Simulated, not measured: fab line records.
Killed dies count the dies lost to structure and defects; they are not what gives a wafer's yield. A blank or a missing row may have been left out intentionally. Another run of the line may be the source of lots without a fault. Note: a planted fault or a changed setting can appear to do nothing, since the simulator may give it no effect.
fab line records	flow n5_finfet	part 1 of 2: steps 1 to 25 of 36
record lots=5	wafers=15	last_day=18
route steps=1938 shown BEOL_M10@1531 BEOL_M11@1536
lots that met no fault: taken from a fault-free run of the same line
start_h: start of the lot's first displayed wafer, in hours after the record's first day	wait_h: how many hours have passed since the lot's step before this one	" unchanged from the row above	L1.1+2: a row that stands for several wafers	- either no value or no given start	* or withheld: withheld	< > ~ a bound
route shown NAME@n: a module of which the file shows steps, and the number in the route of the first	usual: average and standard deviation across the fault-free wafers	same: alike in all rows	chamber/n: place in a boat	sites: readings site by site	_std_site: standard deviation across them	_edge_site: inner sites' mean taken away from outer sites' mean	radius_mm: how far each site lies from the wafer's centre	mask NAME#n: copy n	behind: the tool/chamber that last shaped the wafer	hold: why the lot went on hold/how many hours it stayed there/how the hold came to an end	device: names the non-switching transistor (n, p or np)	end of line: at the end of the route, the tests of the same wafers	a step without rows: its recipe alone	killed: not the wafer's yield, but the dies lost to structure and defects at the first sort	map: per-die view of a wafer (x killed, . not killed, _ where there is no die)
set.NAME: setting as actually run; set.NAME@STEP: the setting as run at that earlier step	model.NAME: the simulator's own value behind a step, which no gauge read
lots at selected steps of the route; one table per step, one row per wafer
services: the hour from which a tool's chamber was out of use, counted from the record's first day as start_h (under 0 if before that day), plus the number of hours and why
## steps
# step N5_BEOL_M10_THK_MEAS_53
# recipe thk_meas_gauge=xrf	reads=Cu_of_BEOL_M10_ECD_50
# usual M10_THK=142/4.3
lot.wafer	tool	chamber	start_h	wait_h	M10_THK[nm]
L078.2	film_metro-02	-	238.49	-	144
L078.3	"	-	"	"	136
L078.4	"	-	"	"	141
L079.4	film_metro-02	-	240.77	-	139
L079.5	"	-	"	"	148
L079.6	"	-	"	"	141
L089.2	film_metro-02	-	325.09	-	142
L089.3	"	-	"	"	133
L089.4	"	-	"	"	137
L094.1	film_metro-02	-	357.20	-	142
L094.3	"	-	"	"	143
L094.6	"	-	"	"	139
L097.2	film_metro-01	-	386.47	-	140
L097.3	"	-	"	"	137
L097.4	"	-	"	"	141
# step N5_BEOL_M10_PRE_CLEAN_55
# recipe gas=NH3	time_s=15	temp_c=withheld	rf_power_w=300
lot.wafer	tool	chamber	start_h	wait_h
L078.2+3+4	pecvd-04	2,0,1	238.52	0.0
L079.4+5+6	pecvd-01	1,2,0	240.82	0.0
L089.2+3+4	pecvd-02	0,1,2	325.13	0.0
L094.1+3+6	pecvd-01	0,1,2	357.23	0.0
L097.2+3+4	pecvd-04	2,1,1	386.51	0.0
# step N5_BEOL_M10_DEP_56
# recipe material=SiCN	target_thk_a=150	temp_c=withheld	precursor=3MS/NH3	pressure_torr=3	rf_w=202	time_s=26.5
# usual showerhead_plenum_p_Torr=3.658/0.011	throttle_valve_pct=9.1/0.66
lot.wafer	tool	chamber	start_h	wait_h	showerhead_plenum_p_Torr	throttle_valve_pct
L078.2	pecvd-04	2	238.55	0.0	3.659	8.5
L078.3	"	0	"	"	3.652	10.2
L078.4	"	1	"	"	3.668	8.6
L079.4	pecvd-01	1	240.85	0.0	3.643	9.1
L079.5	"	2	"	"	3.652	9.2
L079.6	"	0	"	"	3.659	8.6
L089.2	pecvd-02	0	325.15	0.0	3.683	9.5
L089.3	"	1	"	"	3.661	9.0
L089.4	"	2	"	"	3.673	8.4
L094.1	pecvd-01	0	357.26	0.0	3.649	8.6
L094.3	"	1	"	"	3.645	9.1
L094.6	"	2	"	"	3.650	9.4
L097.2	pecvd-04	2	386.53	0.0	3.655	8.8
L097.3	"	1	"	"	3.667	8.8
L097.4	"	1	"	"	3.663	8.9
# step N5_BEOL_M10_RS_MEAS_57
# recipe thk_meas_gauge=four-point-probe	reads=Cu_of_BEOL_M10_ECD_50+Co_of_BEOL_M10_CVD_75+TaN_of_BEOL_M10_ALD_74
# usual M10_RS=0.151/0.0049
lot.wafer	tool	chamber	start_h	wait_h	M10_RS[ohm/sq]
L078.2	film_metro-02	-	238.62	0.1	0.147
L078.3	"	-	"	"	0.157
L078.4	"	-	"	"	0.150
L079.4	film_metro-02	-	240.91	0.0	0.153
L079.5	"	-	"	"	0.143
L079.6	"	-	"	"	0.150
L089.2	film_metro-02	-	325.23	0.1	0.150
L089.3	"	-	"	"	0.161
L089.4	"	-	"	"	0.156
L094.1	film_metro-01	-	357.33	0.1	0.149
L094.3	"	-	"	"	0.148
L094.6	"	-	"	"	0.151
L097.2	film_metro-02	-	386.61	0.1	0.152
L097.3	"	-	"	"	0.156
L097.4	"	-	"	"	0.150
# step N5_BEOL_M10_INSPECT_58
# recipe inspect_instrument=darkfield	mode=post_dep
# usual raw_defect_count=74/23
lot.wafer	tool	chamber	start_h	wait_h	raw_defect_count
L078.2	defect_inspect-01	-	238.65	0.0	47
L078.3	"	-	"	"	56
L078.4	"	-	"	"	90
L079.4	defect_inspect-01	-	240.93	0.0	30
L079.5	"	-	"	"	53
L079.6	"	-	"	"	66
L089.2	defect_inspect-01	-	325.25	0.0	76
L089.3	"	-	"	"	41
L089.4	"	-	"	"	59
L094.1	defect_inspect-02	-	357.36	0.0	85
L094.3	"	-	"	"	78
L094.6	"	-	"	"	79
L097.2	defect_inspect-01	-	386.63	0.0	58
L097.3	"	-	"	"	49
L097.4	"	-	"	"	93
# step N5_BEOL_M11_ILD_DEP_00
# recipe material=SiCOH_lowk	target_thk_a=3085.1	temp_c=300	precursor=DEMS/porogen	pressure_torr=5	rf_w=500	time_s=58
# usual heater_power_w=319/72	showerhead_plenum_p_Torr=5.738/0.016	throttle_valve_pct=13.8/0.61
lot.wafer	tool	chamber	start_h	wait_h	heater_power_w	showerhead_plenum_p_Torr	throttle_valve_pct
L078.2	pecvd-01	0	238.68	0.0	283	5.728	13.5
L078.3	"	1	"	"	340	5.706	14.0
L078.4	"	2	"	"	454	5.721	14.4
L079.4	pecvd-02	0	241.00	0.1	281	5.765	14.5
L079.5	"	2	"	"	247	5.742	12.5
L079.6	"	1	"	"	265	5.729	13.7
L089.2	pecvd-02	2	325.29	0.0	258	5.765	12.7
L089.3	"	0	"	"	269	5.757	14.5
L089.4	"	1	"	"	232	5.734	13.7
L094.1	pecvd-03	1	357.39	0.0	337	5.751	13.1
L094.3	"	0	"	"	267	5.763	12.7
L094.6	"	2	"	"	431	5.746	14.2
L097.2	pecvd-03	2	386.67	0.0	405	5.761	14.1
L097.3	"	0	"	"	324	5.740	12.8
L097.4	"	2	"	"	408	5.740	14.3
# step N5_BEOL_M11_CURE_71
# recipe temp_c=385	time_s=240	ambient=He/Ar	material=SiCOH_lowk
# usual lamp_power_pct=52.32/0.053	wafer_temp_C_max=386.8/0.61
lot.wafer	tool	chamber	start_h	wait_h	lamp_power_pct	wafer_temp_C_max
L078.2	uv_cure-01	1	238.84	0.1	52.32	387.5
L078.3	"	1	"	"	52.32	388.6
L078.4	"	1	"	"	52.27	386.8
L079.4	uv_cure-02	2	241.28	0.3	52.35	387.3
L079.5	"	2	"	"	52.28	387.4
L079.6	"	2	"	"	52.29	387.8
L089.2	uv_cure-02	1	325.74	0.4	52.29	386.0
L089.3	"	1	"	"	52.37	385.6
L089.4	"	1	"	"	52.37	386.5
L094.1	uv_cure-02	1	357.47	0.0	52.27	386.6
L094.3	"	1	"	"	52.29	386.1
L094.6	"	1	"	"	52.32	386.1
L097.2	uv_cure-03	2	387.23	0.5	52.36	386.6
L097.3	"	2	"	"	52.36	386.9
L097.4	"	2	"	"	52.21	387.1
# step N5_BEOL_M11_THK_MEAS_01
# recipe reads=SiCOH_lowk_of_BEOL_M11_ILD_DEP_00
# usual M11_ILD_THK=268/4.4
lot.wafer	tool	chamber	start_h	wait_h	M11_ILD_THK[nm]
L078.2	film_metro-02	-	239.28	0.4	266
L078.3	"	-	"	"	270
L078.4	"	-	"	"	271
L079.4	film_metro-01	-	241.56	0.2	261
L079.5	"	-	"	"	269
L079.6	"	-	"	"	268
L089.2	film_metro-02	-	326.17	0.4	264
L089.3	"	-	"	"	258
L089.4	"	-	"	"	276
L094.1	film_metro-02	-	357.98	0.4	262
L094.3	"	-	"	"	263
L094.6	"	-	"	"	266
L097.2	film_metro-01	-	387.66	0.4	269
L097.3	"	-	"	"	271
L097.4	"	-	"	"	272
# step N5_BEOL_M11_PECVD_70
# recipe material=SiO2	target_thk_a=200	temp_c=400	precursor=TEOS/O2	pressure_torr=5.5	rf_w=450	teos_flow_sccm=53.8	gas=O2	flow_sccm=3000	time_s=22.7
# usual heater_power_w=749/130	showerhead_plenum_p_Torr=8.77/0.063	throttle_valve_pct=22.3/0.87
lot.wafer	tool	chamber	start_h	wait_h	heater_power_w	showerhead_plenum_p_Torr	throttle_valve_pct
L078.2	pecvd-01	2	239.31	0.0	1025	8.73	22.8
L078.3	"	0	"	"	705	8.70	21.6
L078.4	"	0	"	"	689	8.69	21.7
L079.4	pecvd-03	1	241.61	0.1	764	8.79	21.6
L079.5	"	2	"	"	896	8.83	22.4
L079.6	"	0	"	"	729	8.85	23.0
L089.2	pecvd-01	0	326.21	0.0	703	8.72	21.5
L089.3	"	2	"	"	988	8.71	23.0
L089.4	"	1	"	"	688	8.68	22.7
L094.1	pecvd-03	1	358.02	0.0	701	8.80	21.7
L094.3	"	0	"	"	652	8.85	20.8
L094.6	"	0	"	"	660	8.85	20.8
L097.2	pecvd-02	0	387.70	0.0	680	8.85	23.6
L097.3	"	1	"	"	664	8.75	22.0
L097.4	"	0	"	"	663	8.85	23.7
# step N5_BEOL_M11_HM_DEP_02
# recipe material=TiN	target_thk_a=200	temp_c=25	chamber_pressure_pa=0.49996
# usual throttle_valve_pct=29.9/0.94
lot.wafer	tool	chamber	start_h	wait_h	throttle_valve_pct
L078.2	pvd_sputter-03	-	240.39	1.1	31.1
L078.3	"	-	"	"	28.9
L078.4	"	-	"	"	30.3
L079.4	pvd_sputter-02	-	242.21	0.6	31.5
L079.5	"	-	"	"	28.1
L079.6	"	-	"	"	30.2
L089.2	pvd_sputter-01	-	329.06	2.8	29.3
L089.3	"	-	"	"	29.2
L089.4	"	-	"	"	30.5
L094.1	pvd_sputter-03	-	358.57	0.5	29.9
L094.3	"	-	"	"	30.5
L094.6	"	-	"	"	30.7
L097.2	pvd_sputter-03	-	388.49	0.8	31.2
L097.3	"	-	"	"	30.4
L097.4	"	-	"	"	30.3
# step N5_BEOL_M11_COAT_59
# recipe resist=SOC	temp_c=250	time_s=60	spin_rpm=1500	resist_thk_nm=100
lot.wafer	tool	chamber	start_h	wait_h
L078.2+3+4	litho_track-04	0	240.52	0.1
L079.4+5+6	litho_track-04	0	242.34	0.1
L089.2+3+4	litho_track-03	0	329.21	0.1
L094.1+3+6	litho_track-05	0	358.70	0.1
L097.2+3+4	litho_track-05	0	388.62	0.1
# step N5_BEOL_M11_COAT_60
# recipe resist=SiARC	temp_c=220	time_s=60	spin_rpm=1500	resist_thk_nm=30
lot.wafer	tool	chamber	start_h	wait_h
L078.2+3+4	litho_track-04	0	-	-
L079.4+5+6	litho_track-04	0	-	-
L089.2+3+4	litho_track-03	0	-	-
L094.1+3+6	litho_track-05	0	-	-
L097.2+3+4	litho_track-05	0	-	-
# step N5_BEOL_M11_COAT_05
# recipe resist=CAR-ArF	spin_rpm=1500	resist_thk_nm=90
lot.wafer	tool	chamber	start_h	wait_h
L078.2+3+4	litho_track-04	0	-	-
L079.4+5+6	litho_track-04	0	-	-
L089.2+3+4	litho_track-03	0	-	-
L094.1+3+6	litho_track-05	0	-	-
L097.2+3+4	litho_track-05	0	-	-
# step N5_BEOL_M11_EBR_07
# recipe solvent=PGMEA	ebr_width_mm=1.5
lot.wafer	tool	chamber	start_h	wait_h
L078.2+3+4	litho_track-04	0	-	-
L079.4+5+6	litho_track-04	0	-	-
L089.2+3+4	litho_track-03	0	-	-
L094.1+3+6	litho_track-05	0	-	-
L097.2+3+4	litho_track-05	0	-	-
# step N5_BEOL_M11_SOFTBAKE_06
# recipe temp_c=110	time_s=60	resist=CAR-ArF
lot.wafer	tool	chamber	start_h	wait_h
L078.2+3+4	litho_track-04	0	-	-
L079.4+5+6	litho_track-04	0	-	-
L089.2+3+4	litho_track-03	0	-	-
L094.1+3+6	litho_track-05	0	-	-
L097.2+3+4	litho_track-05	0	-	-
# step N5_BEOL_M11_EXPOSE_08
# recipe mask_id=M11	na=1.35	source_shape=dipole	sigma_inner=0.411	sigma_outer=0.611	polarization=te	dose_mj=53.75
lot.wafer	tool	chamber	start_h	wait_h	mask
L078.2+3+4	arfi_scanner-02	0	240.77	-	M11#0
L079.4+5+6	arfi_scanner-03	0	242.60	-	M11#0
L089.2+3+4	arfi_scanner-01	0	329.45	-	M11#0
L094.1+3+6	arfi_scanner-02	0	358.82	-	M11#0
L097.2+3+4	arfi_scanner-02	0	388.87	-	M11#0
# step N5_BEOL_M11_PEB_09
# recipe peb_temp_c=withheld	peb_time_s=60	resist=CAR-ArF
lot.wafer	tool	chamber	start_h	wait_h
L078.2+3+4	litho_track-03	0	240.82	0.0
L079.4+5+6	litho_track-04	0	242.64	0.0
L089.2+3+4	litho_track-03	0	329.51	0.0
L094.1+3+6	litho_track-04	0	358.87	0.1
L097.2+3+4	litho_track-05	0	388.92	0.0
# step N5_BEOL_M11_DEVELOP_10
# recipe develop_time_s=30	developer=TMAH	resist=CAR-ArF	rinse_liquid=diw	dry=air_spin	dev_temp_c=23
# usual developer_temp_C=22.99/0.11
lot.wafer	tool	chamber	start_h	wait_h	developer_temp_C
L078.2	litho_track-03	0	-	-	23.09
L078.3	"	0	"	"	23.17
L078.4	"	0	"	"	22.95
L079.4	litho_track-04	0	-	-	23.06
L079.5	"	0	"	"	23.11
L079.6	"	0	"	"	23.02
L089.2	litho_track-03	0	-	-	23.15
L089.3	"	0	"	"	23.05
L089.4	"	0	"	"	23.02
L094.1	litho_track-04	0	-	-	22.73
L094.3	"	0	"	"	22.91
L094.6	"	0	"	"	22.79
L097.2	litho_track-05	0	-	-	22.93
L097.3	"	0	"	"	23.16
L097.4	"	0	"	"	23.05
# step N5_BEOL_M11_CD_MEAS_11
# recipe target_cd_nm=64.1	landing_energy_ev=500	detector=se_inlens	polarity=opening
# usual cd_nm=64.6/0.52
lot.wafer	tool	chamber	start_h	wait_h	cd_nm
L078.2	cd_sem-03	0	240.89	-	65.4
L078.3	"	0	"	"	65.2
L078.4	"	0	"	"	65.2
L079.4	cd_sem-02	0	242.71	-	64.7
L079.5	"	0	"	"	63.7
L079.6	"	0	"	"	63.7
L089.2	cd_sem-02	0	329.58	-	64.6
L089.3	"	0	"	"	64.7
L089.4	"	0	"	"	64.6
L094.1	cd_sem-02	0	358.94	-	65.2
L094.3	"	0	"	"	65.1
L094.6	"	0	"	"	64.1
L097.2	cd_sem-03	0	388.99	-	64.9
L097.3	"	0	"	"	64.6
L097.4	"	0	"	"	64.8
# step N5_BEOL_M11_OVL_MEAS_12
# recipe points_per_wafer=44
# usual M11_OVL=0.3/0.69
lot.wafer	tool	chamber	start_h	wait_h	M11_OVL[nm]
L078.2	overlay-02	0	240.92	0.0	1.3
L078.3	"	0	"	"	1.4
L078.4	"	0	"	"	2.0
L079.4	overlay-02	0	242.74	0.0	-0.1
L079.5	"	0	"	"	0.0
L079.6	"	0	"	"	0.2
L089.2	overlay-01	0	329.60	0.0	0.6
L089.3	"	0	"	"	0.9
L089.4	"	0	"	"	-0.2
L094.1	overlay-02	0	358.97	0.0	0.8
L094.3	"	0	"	"	-0.2
L094.6	"	0	"	"	0.1
L097.2	overlay-01	0	389.02	0.0	0.2
L097.3	"	0	"	"	0.9
L097.4	"	0	"	"	1.2
# step N5_BEOL_M11_INSPECT_13
# recipe mode=adi	inspect_instrument=brightfield
# usual raw_defect_count=438/98
lot.wafer	tool	chamber	start_h	wait_h	raw_defect_count
L078.2	defect_inspect-02	-	240.94	0.0	435
L078.3	"	-	"	"	383
L078.4	"	-	"	"	413
L079.4	defect_inspect-01	-	242.76	0.0	290
L079.5	"	-	"	"	349
L079.6	"	-	"	"	389
L089.2	defect_inspect-01	-	329.63	0.0	369
L089.3	"	-	"	"	559
L089.4	"	-	"	"	430
L094.1	defect_inspect-01	-	359.00	0.0	465
L094.3	"	-	"	"	525
L094.6	"	-	"	"	477
L097.2	defect_inspect-02	-	389.04	0.0	393
L097.3	"	-	"	"	480
L097.4	"	-	"	"	507
# step N5_BEOL_M11_DESCUM_16
# recipe chemistry=O2	time_s=7.9	source_power_w=50	bias_power_w=20	pressure_mtorr=20	rf_frequency_hz=2.712e+07	temp_c=40	resist=CAR-ArF	o2_flow_sccm=225
# usual drypump_motor_current_A=5.7/0.47	oes_product_au=0.80/0.1	rf_vpp_V=243.1/1.6	showerhead_plenum_p_Torr=2.10/0.075	temp_c=40.00/0.12	throttle_valve_pct=20.48/0.28
lot.wafer	tool	chamber	start_h	wait_h	drypump_motor_current_A	oes_product_au	rf_hours_counter_h	rf_vpp_V	showerhead_plenum_p_Torr	temp_c	throttle_valve_pct
L078.2	rie_diel-02	0	241.40	0.5	5.2	0.84	49	242.9	2.07	39.93	20.60
L078.3	"	2	"	"	5.6	0.71	234	241.5	1.99	39.82	20.53
L078.4	"	3	"	"	5.5	0.86	61	246.4	2.24	40.02	20.42
L079.4	rie_diel-01	3	242.87	0.1	6.6	0.72	-	245.6	2.18	39.98	20.74
L079.5	"	0	"	"	5.5	0.85	-	243.0	2.11	40.14	20.05
L079.6	"	1	"	"	6.6	0.66	-	240.8	1.97	39.90	20.09
L089.2	rie_diel-03	1	329.78	0.2	5.7	0.72	229	241.0	2.00	39.93	20.87
L089.3	"	2	"	"	5.3	0.95	18	245.0	2.13	39.86	20.27
L089.4	"	0	"	"	5.6	0.96	12	243.0	2.13	40.09	20.39
L094.1	rie_diel-03	1	359.03	0.0	5.7	0.71	237	239.6	2.00	40.19	20.90
L094.3	"	0	"	"	5.7	0.96	19	243.8	2.13	40.01	20.38
L094.6	"	2	"	"	5.3	0.93	-	244.4	2.13	39.94	20.27
L097.2	rie_diel-03	0	389.33	0.3	5.7	0.94	29	244.7	2.12	40.10	20.41
L097.3	"	3	"	"	5.1	1.00	3	242.5	2.06	39.97	20.32
L097.4	"	1	"	"	5.7	0.70	247	241.1	2.00	39.89	20.92
# step N5_BEOL_M11_ETCH_61
# recipe chemistry=CF4	target=SiARC	target_depth_a=390	mask_material=CAR-ArF	time_s=65	ion_energy_ev=80	pressure_mtorr=40	source_w=545	bias_w=36	Ar_flow_sccm=100	cf4_flow_sccm=100	ends=cleared
# usual drypump_motor_current_A=5.7/0.47	etch_rf_on_time_s=64.5/2	oes_product_au=0.69/0.092	rf_vpp_V=184.1/1.2	showerhead_plenum_p_Torr=2.14/0.073	throttle_valve_pct=15.62/0.23
lot.wafer	tool	chamber	start_h	wait_h	drypump_motor_current_A	etch_rf_on_time_s	oes_product_au	rf_hours_counter_h	rf_vpp_V	showerhead_plenum_p_Torr	throttle_valve_pct
L078.2	rie_diel-02	0	241.43	0.0	5.3	67.9	0.69	49	182.9	2.10	15.53
L078.3	"	2	"	"	5.6	64.4	0.60	234	182.6	2.03	15.70
L078.4	"	3	"	"	5.5	65.0	0.73	61	185.7	2.25	15.29
L079.4	rie_diel-01	3	242.91	0.0	6.6	65.8	0.60	-	185.1	2.21	15.84
L079.5	"	0	"	"	5.5	66.2	0.71	-	184.6	2.17	15.35
L079.6	"	1	"	"	6.6	64.7	0.59	-	181.4	2.04	15.53
L089.2	rie_diel-03	1	329.82	0.0	5.7	63.1	0.62	229	183.2	2.03	15.86
L089.3	"	2	"	"	5.3	63.0	0.82	18	184.7	2.19	15.45
L089.4	"	0	"	"	5.7	62.0	0.84	12	183.4	2.19	15.58
L094.1	rie_diel-03	1	359.06	0.0	5.7	63.9	0.61	237	183.2	2.03	15.92
L094.3	"	0	"	"	5.7	61.9	0.82	19	185.3	2.18	15.60
L094.6	"	2	"	"	5.3	62.4	0.81	-	185.9	2.18	15.44
L097.2	rie_diel-03	0	389.36	0.0	5.6	62.1	0.80	29	185.6	2.18	15.62
L097.3	"	3	"	"	5.0	63.6	0.84	3	183.0	2.09	15.40
L097.4	"	1	"	"	5.7	63.9	0.59	247	182.8	2.02	15.94
# step N5_BEOL_M11_ETCH_62
# recipe chemistry=N2/H2	target=SOC	target_depth_a=1100	overetch_a=220	mask_material=SiARC	temp_c=40	time_s=165	ion_energy_ev=200	pressure_mtorr=30	source_w=840	bias_w=150	n2_flow_sccm=200	h2_flow_sccm=200
# usual drypump_motor_current_A=5.7/0.48	oes_product_au=0.68/0.086	rf_vpp_V=523.8/2.7	showerhead_plenum_p_Torr=2.54/0.085	temp_c=40.01/0.11	throttle_valve_pct=17.8/0.3
lot.wafer	tool	chamber	start_h	wait_h	drypump_motor_current_A	oes_product_au	rf_hours_counter_h	rf_vpp_V	showerhead_plenum_p_Torr	temp_c	throttle_valve_pct
L078.2	rie_diel-02	0	241.48	0.0	5.3	0.70	50	522.0	2.48	40.05	17.7
L078.3	"	2	"	"	5.6	0.60	234	520.0	2.40	40.01	17.9
L078.4	"	3	"	"	5.5	0.72	61	526.5	2.65	40.07	17.4
L079.4	rie_diel-01	3	243.01	0.1	6.6	0.59	-	526.8	2.64	40.05	18.2
L079.5	"	0	"	"	5.5	0.72	-	525.6	2.57	40.17	17.5
L079.6	"	1	"	"	6.6	0.58	-	519.3	2.39	40.01	17.6
L089.2	rie_diel-03	1	329.87	0.0	5.7	0.60	229	518.9	2.42	39.89	18.3
L089.3	"	2	"	"	5.3	0.80	18	524.6	2.58	40.02	17.5
L089.4	"	0	"	"	5.7	0.81	12	524.8	2.60	40.04	17.8
L094.1	rie_diel-03	1	359.11	0.0	5.7	0.59	237	520.8	2.42	40.12	18.3
L094.3	"	0	"	"	5.7	0.79	19	524.6	2.60	39.95	17.8
L094.6	"	2	"	"	5.3	0.78	-	524.5	2.57	40.27	17.5
L097.2	rie_diel-03	0	389.41	0.0	5.7	0.78	29	526.6	2.59	40.07	17.8
L097.3	"	3	"	"	5.1	0.82	3	522.7	2.51	39.97	17.8
L097.4	"	1	"	"	5.7	0.60	247	518.6	2.42	39.95	18.3
# step N5_BEOL_M11_STRIP_68
# recipe chemistry=N2/H2	temp_c=40	n2_flow_sccm=200	h2_flow_sccm=200	rf_frequency_hz=6e+07
lot.wafer	tool	chamber	start_h	wait_h
L078.2+3+4	rie_diel-02	0,2,3	241.62	0.1
L079.4+5+6	rie_diel-01	3,0,1	243.08	0.0
L089.2+3+4	rie_diel-03	1,2,0	330.00	0.1
L094.1+3+6	rie_diel-03	1,0,2	359.25	0.1
L097.2+3+4	rie_diel-03	0,3,1	389.55	0.1
